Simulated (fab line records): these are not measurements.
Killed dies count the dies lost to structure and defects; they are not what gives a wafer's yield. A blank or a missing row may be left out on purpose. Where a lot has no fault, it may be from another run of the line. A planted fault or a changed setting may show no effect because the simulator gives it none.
fab line records + flow nand-harc
record:
- lots: 6
- wafers: 18
- last-day: 27
route steps=1159 shown A_STAIRCASE@580
lots that met no fault: from a run of the same line without faults
start-h: hours from the record's first day to the start of the lot's first wafer shown + wait-h: hours from the lot's prior step to this one + " the same as in the row above + L1.1+2: one row covering several wafers at once + - no value, or no start was given + * or withheld: withheld + < > ~ a bound
route shown NAME@n: names a module that has steps shown in the file, with the first one's number in the route + usual: the fault-free wafers' mean and standard deviation + same: alike in all rows + chamber/n: place in a boat + sites: each site's reading + _std_site: the standard deviation of these + _edge_site: inner sites' mean taken away from outer sites' mean + radius-mm: for every site, how far away it sits from the centre of the wafer + mask NAME#n: copy n + behind: the tool/chamber that last shaped the wafer + hold: cause of the lot's hold/its duration in hours/its outcome + device: which transistor (n, p or np) failed to switch + end of line: tests run on the same wafers once the route is complete + for a step that has no rows: nothing shown but its recipe + killed: count of dies lost to structure and defects at first sort (not the wafer's yield) + map: a wafer's dies, x killed, . not, _ none there
set.NAME: the setting that was run; set.NAME@STEP: the one run at that earlier step + model.NAME: the simulator's own value behind a step, which no gauge read
lots seen at some steps along the route; tables by step, rows by wafer
services: when a tool's chamber went out of use (start-h, in hours from the record's first day, below 0 if earlier), for how many hours, and the reason
== steps ==
step: NHARC_A_STAIRCASE_DESCUM_186
recipe:
- time-s: 3
- o2-flow-sccm: 200
- ar-flow-sccm: 0
- bias-power-w: 0
- chemistry: O2
step: NHARC_A_STAIRCASE_TRIM_187
recipe:
- time-s: 211.2
- o2-flow-sccm: 500
- ar-flow-sccm: 0
- bias-w: 0
- chemistry: O2
usual:
- chamber-pressure-mTorr: 60.00/0.055
- drypump-motor-current-A: 5.6/0.42
- oes-product-au: 1.003/0.0078
- rf-vpp-V: 57.7/0.91
- run-length-s: 232.5/0.47
- showerhead-plenum-p-Torr: 3.49/0.15
- throttle-valve-pct: 17.038/0.0091
| lot.wafer | tool        | chamber | start-h | wait-h | chamber-pressure-mTorr | drypump-motor-current-A | oes-product-au | rf-hours-counter-h | rf-vpp-V | run-length-s | showerhead-plenum-p-Torr | throttle-valve-pct |
|-----------|-------------|---------|---------|--------|------------------------|-------------------------|----------------|--------------------|----------|--------------|--------------------------|--------------------|
| L830.2    | rie-diel-11 | 3       | 256.04  | 0.1    | 60.10                  | 5.8                     | 1.008          | 18                 | 58.1     | 232.2        | 3.46                     | 17.045             |
| L830.5    | "           | 3       | "       | "      | 59.96                  | 5.8                     | 1.014          | -                  | 57.4     | 232.1        | 3.46                     | 17.042             |
| L830.6    | "           | 0       | "       | "      | 59.92                  | 5.5                     | 1.018          | -                  | 57.2     | 232.7        | 3.33                     | 17.028             |
| L833.1    | rie-diel-11 | 0       | 264.36  | 0.1    | 60.09                  | 5.5                     | 1.008          | 24                 | 59.1     | 232.4        | 3.33                     | 17.059             |
| L833.2    | "           | 1       | "       | "      | 59.99                  | 5.7                     | 1.004          | 21                 | 56.5     | 233.6        | 3.57                     | 17.036             |
| L833.3    | "           | 3       | "       | "      | 59.95                  | 5.8                     | 1.005          | 24                 | 57.9     | 232.5        | 3.46                     | 17.035             |
| L838.2    | rie-diel-09 | 0       | 296.28  | 0.1    | 60.06                  | 4.8                     | 0.998          | 12                 | 57.4     | 232.3        | 3.35                     | 17.042             |
| L838.4    | "           | 2       | "       | "      | 59.95                  | 5.3                     | 1.003          | -                  | 58.1     | 233.0        | 3.56                     | 17.034             |
| L838.6    | "           | 3       | "       | "      | 60.00                  | 5.3                     | 1.014          | -                  | 59.3     | 232.1        | 3.55                     | 17.046             |
| L839.3    | rie-diel-09 | 2       | 316.87  | 0.2    | 60.03                  | 5.3                     | 1.001          | 17                 | 58.7     | 233.0        | 3.55                     | 17.038             |
| L839.2    | "           | 0       | "       | "      | 60.01                  | 4.8                     | 1.010          | 19                 | 58.5     | 232.0        | 3.35                     | 17.038             |
| L839.1    | "           | 1       | "       | "      | 60.03                  | 5.4                     | 1.007          | 14                 | 58.1     | 232.4        | 3.80                     | 17.048             |
| L845.2    | rie-diel-13 | 3       | 346.31  | 0.1    | 60.05                  | 6.6                     | 1.003          | 19                 | 57.3     | 232.6        | 3.80                     | 17.046             |
| L845.5    | "           | 3       | "       | "      | 60.06                  | 6.6                     | 1.001          | -                  | 58.4     | 232.9        | 3.80                     | 17.043             |
| L845.6    | "           | 0       | "       | "      | 59.91                  | 5.5                     | 1.014          | -                  | 58.3     | 232.6        | 3.58                     | 17.048             |
| L849.4    | rie-diel-13 | 1       | 367.36  | 0.1    | 60.04                  | 5.4                     | 1.006          | 29                 | 58.5     | 232.1        | 3.43                     | 17.037             |
| L849.3    | "           | 3       | "       | "      | 60.01                  | 6.5                     | 1.000          | 28                 | 57.1     | 232.6        | 3.79                     | 17.035             |
| L849.5    | "           | 1       | "       | "      | 59.99                  | 5.4                     | 1.000          | -                  | 58.6     | 231.8        | 3.43                     | 17.041             |
step: NHARC_A_STAIRCASE_ETCH_188
recipe:
- target-depth-a: 1000
- time-s: 40.5
- ion-energy-ev: 400
- c4f8-flow-sccm: 20
- o2-flow-sccm: 10
- ar-flow-sccm: withheld
- rf-w: 600
- bias-w: 1000
- chemistry: C4F8/O2
step: NHARC_A_STAIRCASE_TRIM_189
recipe:
- time-s: 211.2
- o2-flow-sccm: 500
- ar-flow-sccm: 0
- bias-w: 0
- chemistry: O2
step: NHARC_A_STAIRCASE_ETCH_190
recipe:
- target-depth-a: 1000
- time-s: 40.5
- ion-energy-ev: 400
- c4f8-flow-sccm: 20
- o2-flow-sccm: 10
- ar-flow-sccm: withheld
- rf-w: 600
- bias-w: 1000
- chemistry: C4F8/O2
step: NHARC_A_STAIRCASE_TRIM_191
recipe:
- time-s: 211.2
- o2-flow-sccm: 500
- ar-flow-sccm: 0
- bias-w: 0
- chemistry: O2
usual:
- chamber-pressure-mTorr: 60.00/0.06
- drypump-motor-current-A: 5.6/0.4
- oes-product-au: 1.002/0.009
- rf-vpp-V: 57.6/0.97
- run-length-s: 232.5/0.4
- showerhead-plenum-p-Torr: 3.49/0.14
- throttle-valve-pct: 17.037/0.0095
| lot.wafer | tool        | chamber | start-h | wait-h | chamber-pressure-mTorr | drypump-motor-current-A | oes-product-au | rf-hours-counter-h | rf-vpp-V | run-length-s | showerhead-plenum-p-Torr | throttle-valve-pct |
|-----------|-------------|---------|---------|--------|------------------------|-------------------------|----------------|--------------------|----------|--------------|--------------------------|--------------------|
| L830.2    | rie-diel-11 | 2       | -       | -      | 59.89                  | 5.8                     | 1.008          | 20                 | 56.3     | 232.2        | 3.47                     | 17.031             |
| L830.5    | "           | 2       | "       | "      | 59.95                  | 5.8                     | 1.009          | -                  | 59.0     | 232.9        | 3.47                     | 17.049             |
| L830.6    | "           | 3       | "       | "      | 60.04                  | 5.7                     | 1.016          | -                  | 57.4     | 232.5        | 3.46                     | 17.054             |
| L833.1    | rie-diel-11 | 0       | -       | -      | 59.98                  | 5.5                     | 1.005          | 25                 | 57.7     | 232.7        | 3.33                     | 17.022             |
| L833.2    | "           | 2       | "       | "      | 59.94                  | 5.8                     | 1.014          | 25                 | 58.1     | 232.3        | 3.46                     | 17.044             |
| L833.3    | "           | 3       | "       | "      | 60.00                  | 5.8                     | 1.012          | 25                 | 56.5     | 232.2        | 3.46                     | 17.028             |
| L838.2    | rie-diel-09 | 2       | -       | -      | 59.96                  | 5.3                     | 0.989          | 11                 | 58.6     | 232.4        | 3.56                     | 17.031             |
| L838.4    | "           | 0       | "       | "      | 60.01                  | 4.8                     | 0.988          | -                  | 57.5     | 232.3        | 3.35                     | 17.047             |
| L838.6    | "           | 3       | "       | "      | 59.98                  | 5.3                     | 1.008          | -                  | 59.0     | 232.3        | 3.55                     | 17.027             |
| L839.3    | rie-diel-09 | 3       | -       | -      | 60.04                  | 5.3                     | 1.004          | 22                 | 58.4     | 232.1        | 3.54                     | 17.032             |
| L839.2    | "           | 0       | "       | "      | 59.98                  | 4.8                     | 1.002          | 20                 | 55.9     | 232.1        | 3.35                     | 17.045             |
| L839.1    | "           | 1       | "       | "      | 60.07                  | 5.4                     | 1.000          | 14                 | 61.2     | 232.5        | 3.80                     | 17.028             |
| L845.2    | rie-diel-13 | 3       | -       | -      | 60.00                  | 6.5                     | 1.002          | 19                 | 58.3     | 232.9        | 3.80                     | 17.021             |
| L845.5    | "           | 3       | "       | "      | 60.00                  | 6.5                     | 1.006          | -                  | 58.7     | 233.0        | 3.80                     | 17.050             |
| L845.6    | "           | 0       | "       | "      | 59.93                  | 5.4                     | 1.011          | -                  | 57.8     | 232.6        | 3.58                     | 17.045             |
| L849.4    | rie-diel-13 | 1       | -       | -      | 60.01                  | 5.4                     | 1.006          | 30                 | 57.4     | 231.8        | 3.43                     | 17.047             |
| L849.3    | "           | 2       | "       | "      | 60.05                  | 5.7                     | 1.000          | 29                 | 56.2     | 231.9        | 3.32                     | 17.032             |
| L849.5    | "           | 1       | "       | "      | 59.93                  | 5.3                     | 1.008          | -                  | 57.4     | 231.8        | 3.43                     | 17.037             |
step: NHARC_A_STAIRCASE_ETCH_192
recipe:
- target-depth-a: 1000
- time-s: 40.5
- ion-energy-ev: 400
- c4f8-flow-sccm: 20
- o2-flow-sccm: 10
- ar-flow-sccm: withheld
- rf-w: 600
- bias-w: 1000
- chemistry: C4F8/O2
step: NHARC_A_STAIRCASE_TRIM_193
recipe:
- time-s: 211.2
- o2-flow-sccm: 500
- ar-flow-sccm: 0
- bias-w: 0
- chemistry: O2
usual:
- chamber-pressure-mTorr: 60.00/0.056
- drypump-motor-current-A: 5.6/0.39
- oes-product-au: 1.002/0.0086
- rf-vpp-V: 57.8/0.86
- run-length-s: 232.5/0.43
- showerhead-plenum-p-Torr: 3.49/0.14
- throttle-valve-pct: 17.037/0.0093
| lot.wafer | tool        | chamber | start-h | wait-h | chamber-pressure-mTorr | drypump-motor-current-A | oes-product-au | rf-hours-counter-h | rf-vpp-V | run-length-s | showerhead-plenum-p-Torr | throttle-valve-pct |
|-----------|-------------|---------|---------|--------|------------------------|-------------------------|----------------|--------------------|----------|--------------|--------------------------|--------------------|
| L830.2    | rie-diel-11 | 3       | -       | -      | 60.10                  | 5.7                     | 1.002          | 21                 | 59.3     | 232.3        | 3.46                     | 17.034             |
| L830.6    | "           | 3       | "       | "      | 60.05                  | 5.8                     | 0.998          | -                  | 58.3     | 232.4        | 3.46                     | 17.049             |
| L830.5    | "           | 0       | "       | "      | 60.06                  | 5.5                     | 1.004          | -                  | 56.9     | 232.6        | 3.33                     | 17.022             |
| L833.2    | rie-diel-11 | 1       | -       | -      | 60.02                  | 5.7                     | 1.009          | 22                 | 57.6     | 233.6        | 3.57                     | 17.040             |
| L833.3    | "           | 2       | "       | "      | 59.99                  | 5.8                     | 0.999          | 25                 | 58.4     | 232.2        | 3.46                     | 17.037             |
| L833.1    | "           | 0       | "       | "      | 60.00                  | 5.5                     | 0.998          | 25                 | 58.1     | 232.9        | 3.33                     | 17.044             |
| L838.2    | rie-diel-09 | 3       | -       | -      | 59.97                  | 5.2                     | 1.014          | 15                 | 58.7     | 232.5        | 3.55                     | 17.043             |
| L838.6    | "           | 3       | "       | "      | 59.89                  | 5.3                     | 1.011          | -                  | 56.9     | 232.8        | 3.55                     | 17.043             |
| L838.4    | "           | 2       | "       | "      | 59.98                  | 5.3                     | 1.003          | -                  | 58.4     | 232.4        | 3.56                     | 17.045             |
| L839.1    | rie-diel-09 | 0       | -       | -      | 60.03                  | 4.8                     | 1.001          | 20                 | 58.9     | 232.3        | 3.35                     | 17.032             |
| L839.2    | "           | 1       | "       | "      | 59.99                  | 5.4                     | 0.991          | 14                 | 58.8     | 232.6        | 3.80                     | 17.038             |
| L839.3    | "           | 2       | "       | "      | 59.96                  | 5.3                     | 0.997          | 18                 | 58.0     | 232.5        | 3.55                     | 17.027             |
| L845.2    | rie-diel-13 | 2       | -       | -      | 59.98                  | 5.7                     | 1.008          | 20                 | 57.3     | 231.8        | 3.32                     | 17.032             |
| L845.6    | "           | 3       | "       | "      | 59.90                  | 6.5                     | 0.999          | -                  | 57.9     | 232.6        | 3.80                     | 17.029             |
| L845.5    | "           | 0       | "       | "      | 60.03                  | 5.5                     | 0.998          | -                  | 59.8     | 232.6        | 3.58                     | 17.035             |
| L849.4    | rie-diel-13 | 2       | -       | -      | 60.01                  | 5.7                     | 1.011          | 29                 | 56.8     | 231.9        | 3.32                     | 17.030             |
| L849.3    | "           | 3       | "       | "      | 59.97                  | 6.5                     | 0.996          | 28                 | 58.7     | 233.0        | 3.79                     | 17.046             |
| L849.5    | "           | 1       | "       | "      | 59.98                  | 5.3                     | 1.001          | -                  | 57.5     | 231.8        | 3.43                     | 17.029             |
step: NHARC_A_STAIRCASE_ETCH_194
recipe:
- target-depth-a: 1000
- time-s: 40.5
- ion-energy-ev: 400
- c4f8-flow-sccm: 20
- o2-flow-sccm: 10
- ar-flow-sccm: withheld
- rf-w: 600
- bias-w: 1000
- chemistry: C4F8/O2
usual:
- chamber-pressure-mTorr: 25.001/0.024
- oes-product-au: 0.942/0.012
- rf-vpp-V: 895/5.4
| lot.wafer | tool        | chamber | start-h | wait-h | chamber-pressure-mTorr | oes-product-au | rf-hours-counter-h | rf-vpp-V |
|-----------|-------------|---------|---------|--------|------------------------|----------------|--------------------|----------|
| L830.2    | rie-diel-11 | 1       | -       | -      | 24.997                 | 0.951          | 18                 | 899      |
| L830.6    | "           | 0       | "       | "      | 24.973                 | 0.940          | -                  | 888      |
| L830.5    | "           | 1       | "       | "      | 24.967                 | 0.960          | -                  | 898      |
| L833.3    | rie-diel-11 | 3       | -       | -      | 25.012                 | 0.964          | 25                 | 894      |
| L833.1    | "           | 1       | "       | "      | 25.002                 | 0.951          | 22                 | 897      |
| L833.2    | "           | 2       | "       | "      | 25.019                 | 0.960          | 25                 | 894      |
| L838.2    | rie-diel-09 | 2       | -       | -      | 25.002                 | 0.935          | 12                 | 897      |
| L838.4    | "           | 0       | "       | "      | 25.017                 | 0.934          | -                  | 890      |
| L838.6    | "           | 3       | "       | "      | 25.009                 | 0.939          | -                  | 897      |
| L839.1    | rie-diel-09 | 0       | -       | -      | 25.031                 | 0.933          | 20                 | 888      |
| L839.2    | "           | 1       | "       | "      | 25.019                 | 0.931          | 14                 | 906      |
| L839.3    | "           | 2       | "       | "      | 25.002                 | 0.939          | 18                 | 898      |
| L845.2    | rie-diel-13 | 3       | -       | -      | 24.973                 | 0.933          | 19                 | 906      |
| L845.5    | "           | 3       | "       | "      | 25.002                 | 0.926          | -                  | 905      |
| L845.6    | "           | 0       | "       | "      | 25.000                 | 0.937          | -                  | 898      |
| L849.4    | rie-diel-13 | 0       | -       | -      | 25.037                 | 0.949          | 29                 | 896      |
| L849.3    | "           | 1       | "       | "      | 25.029                 | 0.938          | 30                 | 891      |
| L849.5    | "           | 0       | "       | "      | 24.994                 | 0.959          | -                  | 899      |
step: NHARC_A_STAIRCASE_TRIM_196
recipe:
- time-s: 211.2
- o2-flow-sccm: 500
- ar-flow-sccm: 0
- bias-w: 0
- chemistry: O2
usual:
- chamber-pressure-mTorr: 60.00/0.06
- drypump-motor-current-A: 5.5/0.41
- oes-product-au: 1.001/0.0091
- rf-vpp-V: 57.8/0.91
- run-length-s: 232.5/0.38
- showerhead-plenum-p-Torr: 3.50/0.15
- throttle-valve-pct: 17.036/0.009
| lot.wafer | tool        | chamber | start-h | wait-h | chamber-pressure-mTorr | drypump-motor-current-A | oes-product-au | rf-hours-counter-h | rf-vpp-V | run-length-s | showerhead-plenum-p-Torr | throttle-valve-pct |
|-----------|-------------|---------|---------|--------|------------------------|-------------------------|----------------|--------------------|----------|--------------|--------------------------|--------------------|
| L830.2    | rie-diel-13 | 1       | 259.29  | 0.2    | 60.02                  | 5.3                     | 0.987          | 55                 | 58.6     | 231.9        | 3.45                     | 17.041             |
| L830.5    | "           | 2       | "       | "      | 59.96                  | 5.7                     | 0.989          | -                  | 58.2     | 231.9        | 3.34                     | 17.017             |
| L830.6    | "           | 3       | "       | "      | 59.98                  | 6.5                     | 0.988          | -                  | 56.5     | 232.8        | 3.27                     | 17.035             |
| L833.2    | rie-diel-09 | 3       | 265.51  | 0.1    | 60.07                  | 5.3                     | 1.006          | 1                  | 59.0     | 232.7        | 3.56                     | 17.048             |
| L833.3    | "           | 0       | "       | "      | 60.06                  | 4.8                     | 0.994          | 0                  | 56.4     | 232.3        | 3.36                     | 17.042             |
| L833.1    | "           | 1       | "       | "      | 59.92                  | 5.4                     | 1.000          | 0                  | 58.9     | 232.1        | 3.81                     | 17.048             |
| L838.2    | rie-diel-09 | 3       | 297.65  | 0.1    | 60.04                  | 5.2                     | 1.015          | 15                 | 57.8     | 232.3        | 3.55                     | 17.027             |
| L838.4    | "           | 0       | "       | "      | 59.96                  | 4.8                     | 0.998          | -                  | 57.0     | 232.4        | 3.35                     | 17.028             |
| L838.6    | "           | 3       | "       | "      | 60.02                  | 5.2                     | 1.005          | -                  | 57.8     | 232.7        | 3.55                     | 17.041             |
| L839.1    | rie-diel-11 | 2       | 319.35  | 1.2    | 59.94                  | 5.8                     | 1.017          | 46                 | 58.0     | 232.5        | 3.45                     | 17.024             |
| L839.3    | "           | 3       | "       | "      | 60.05                  | 5.7                     | 1.002          | 46                 | 56.8     | 232.3        | 3.45                     | 17.043             |
| L839.2    | "           | 0       | "       | "      | 60.09                  | 5.5                     | 1.013          | 47                 | 57.2     | 232.4        | 3.32                     | 17.040             |
| L845.2    | rie-diel-09 | 2       | 347.69  | 0.1    | 60.02                  | 5.3                     | 0.998          | 26                 | 57.6     | 232.9        | 3.55                     | 17.039             |
| L845.5    | "           | 3       | "       | "      | 59.93                  | 5.3                     | 0.993          | -                  | 57.7     | 232.8        | 3.54                     | 17.030             |
| L845.6    | "           | 0       | "       | "      | 60.01                  | 4.9                     | 1.004          | -                  | 58.0     | 232.1        | 3.34                     | 17.032             |
| L849.4    | rie-diel-09 | 1       | 368.54  | 0.1    | 60.01                  | 5.4                     | 0.988          | 32                 | 58.6     | 232.0        | 3.79                     | 17.031             |
| L849.3    | "           | 3       | "       | "      | 60.01                  | 5.2                     | 0.999          | 40                 | 58.2     | 232.7        | 3.53                     | 17.030             |
| L849.5    | "           | 2       | "       | "      | 60.03                  | 5.3                     | 0.996          | -                  | 58.5     | 232.6        | 3.54                     | 17.050             |
step: NHARC_A_STAIRCASE_ETCH_197
recipe:
- target-depth-a: 1000
- time-s: 40.5
- ion-energy-ev: 400
- c4f8-flow-sccm: 20
- o2-flow-sccm: 10
- ar-flow-sccm: withheld
- rf-w: 600
- bias-w: 1000
- chemistry: C4F8/O2
step: NHARC_A_STAIRCASE_TRIM_198
recipe:
- time-s: 211.2
- o2-flow-sccm: 500
- ar-flow-sccm: 0
- bias-w: 0
- chemistry: O2
usual:
- chamber-pressure-mTorr: 60.00/0.051
- drypump-motor-current-A: 5.5/0.39
- oes-product-au: 1.001/0.0087
- rf-vpp-V: 57.8/0.92
- run-length-s: 232.5/0.38
- showerhead-plenum-p-Torr: 3.49/0.15
- throttle-valve-pct: 17.038/0.0091
| lot.wafer | tool        | chamber | start-h | wait-h | chamber-pressure-mTorr | drypump-motor-current-A | oes-product-au | rf-hours-counter-h | rf-vpp-V | run-length-s | showerhead-plenum-p-Torr | throttle-valve-pct |
|-----------|-------------|---------|---------|--------|------------------------|-------------------------|----------------|--------------------|----------|--------------|--------------------------|--------------------|
| L830.2    | rie-diel-13 | 3       | 259.63  | -      | 60.08                  | 6.5                     | 0.982          | 57                 | 56.2     | 232.6        | 3.27                     | 17.043             |
| L830.5    | "           | 2       | "       | "      | 60.07                  | 5.7                     | 0.988          | -                  | 58.2     | 232.4        | 3.33                     | 17.033             |
| L830.6    | "           | 3       | "       | "      | 59.97                  | 6.5                     | 0.989          | -                  | 57.1     | 233.3        | 3.27                     | 17.039             |
| L833.3    | rie-diel-09 | 2       | 265.78  | -      | 60.05                  | 5.3                     | 0.983          | 1                  | 58.8     | 232.8        | 3.56                     | 17.050             |
| L833.1    | "           | 3       | "       | "      | 59.95                  | 5.3                     | 1.002          | 1                  | 58.0     | 232.3        | 3.56                     | 17.042             |
| L833.2    | "           | 0       | "       | "      | 60.05                  | 4.8                     | 1.001          | 1                  | 58.6     | 232.0        | 3.36                     | 17.036             |
| L838.2    | rie-diel-09 | 0       | 297.98  | -      | 59.97                  | 4.9                     | 0.998          | 13                 | 58.8     | 232.2        | 3.35                     | 17.045             |
| L838.4    | "           | 0       | "       | "      | 59.97                  | 4.9                     | 0.997          | -                  | 57.4     | 232.1        | 3.35                     | 17.027             |
| L838.6    | "           | 3       | "       | "      | 60.02                  | 5.2                     | 1.012          | -                  | 57.8     | 232.1        | 3.55                     | 17.049             |
| L839.1    | rie-diel-11 | 3       | 319.67  | -      | 59.96                  | 5.7                     | 1.004          | 46                 | 57.6     | 232.4        | 3.45                     | 17.029             |
| L839.3    | "           | 0       | "       | "      | 60.07                  | 5.5                     | 1.015          | 47                 | 56.4     | 232.4        | 3.32                     | 17.049             |
| L839.2    | "           | 1       | "       | "      | 59.98                  | 5.7                     | 1.010          | 45                 | 58.6     | 233.3        | 3.56                     | 17.049             |
| L845.2    | rie-diel-09 | 1       | 347.96  | -      | 60.00                  | 5.4                     | 0.994          | 23                 | 58.0     | 232.5        | 3.79                     | 17.026             |
| L845.5    | "           | 3       | "       | "      | 59.99                  | 5.2                     | 1.009          | -                  | 57.9     | 232.1        | 3.54                     | 17.042             |
| L845.6    | "           | 0       | "       | "      | 59.99                  | 4.9                     | 1.005          | -                  | 57.7     | 167.8        | 3.34                     | 17.037             |
| L849.3    | rie-diel-09 | 0       | 369.19  | -      | 59.98                  | 4.8                     | 0.996          | 33                 | 57.3     | 167.9        | 3.34                     | 17.028             |
| L849.4    | "           | 1       | "       | "      | 59.97                  | 5.4                     | 0.988          | 32                 | 58.5     | 232.1        | 3.79                     | 17.035             |
| L849.5    | "           | 0       | "       | "      | 59.95                  | 4.8                     | 0.997          | -                  | 57.7     | 167.7        | 3.34                     | 17.030             |
step: NHARC_A_STAIRCASE_ETCH_199
recipe:
- target-depth-a: 1000
- time-s: 40.5
- ion-energy-ev: 400
- c4f8-flow-sccm: 20
- o2-flow-sccm: 10
- ar-flow-sccm: withheld
- rf-w: 600
- bias-w: 1000
- chemistry: C4F8/O2
== services ==
| tool        | chamber | start-h | hours | kind                          |
|-------------|---------|---------|-------|-------------------------------|
| rie-diel-09 | 0       | 233.28  | -     | clean                         |
| rie-diel-09 | 1       | 233.28  | -     | clean                         |
| rie-diel-09 | 2       | 233.28  | -     | clean                         |
| rie-diel-09 | 3       | 233.28  | -     | clean                         |
| rie-diel-11 | 1       | 241.89  | 9.1   | repair                        |
| rie-diel-09 | -       | 254.15  | 9.0   | pm                            |
| rie-diel-09 | 0       | 254.15  | 9.0   | vent-cycle                    |
| rie-diel-09 | 1       | 254.15  | 9.0   | vent-cycle                    |
| rie-diel-09 | 2       | 254.15  | 9.0   | vent-cycle                    |
| rie-diel-09 | 3       | 254.15  | 9.0   | vent-cycle                    |
| rie-diel-09 | 0       | 263.15  | -     | clean                         |
| rie-diel-09 | 1       | 263.15  | -     | clean                         |
| rie-diel-09 | 1       | 263.15  | -     | consumable-replace:showerhead |
| rie-diel-09 | 2       | 263.15  | -     | clean                         |
| rie-diel-09 | 3       | 263.15  | -     | clean                         |
| rie-diel-13 | -       | 276.20  | 9.0   | pm                            |
| rie-diel-09 | 0       | 287.65  | -     | clean                         |
| rie-diel-09 | 1       | 287.65  | -     | clean                         |
| rie-diel-09 | 2       | 287.65  | -     | clean                         |
| rie-diel-09 | 3       | 287.65  | -     | clean                         |
| rie-diel-09 | 1       | 290.16  | 10.6  | repair                        |
| rie-diel-09 | 0       | 312.19  | -     | clean                         |
| rie-diel-09 | -       | 350.67  | 2.0   | repair                        |
| rie-diel-11 | -       | 366.68  | 9.0   | pm                            |
== key ==
first-sign:
- step: NHARC_A_STAIRCASE_TRIM_198
- reading: run-length-s
- direction: down
- sigmas: 99+
- usual: *
- struck: *
effect none on later readings
met-at NHARC_A_STAIRCASE_TRIM_198
struck-wafers L845.6,L849.3,L849.5
tester-left-out L845,L849
onset-between 297.98 347.96
fault:
- kind: process-parameter-drift
- tool: rie-diel-09
- chamber: 0
- onset-h: 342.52
- steps: NHARC_A_STAIRCASE_TRIM_198
- channel: time-s
- offset: *
- shape: step
- end-h: 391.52
- acts-in: *
- stated: *
tester-left-out: of these lots the tester's yield and bins aren't shown, on N5 and GAA mostly nor the transistor test; their killed dies are dies lost to structure and defects alone, not to doping, threshold or leakage, so they don't give the yield
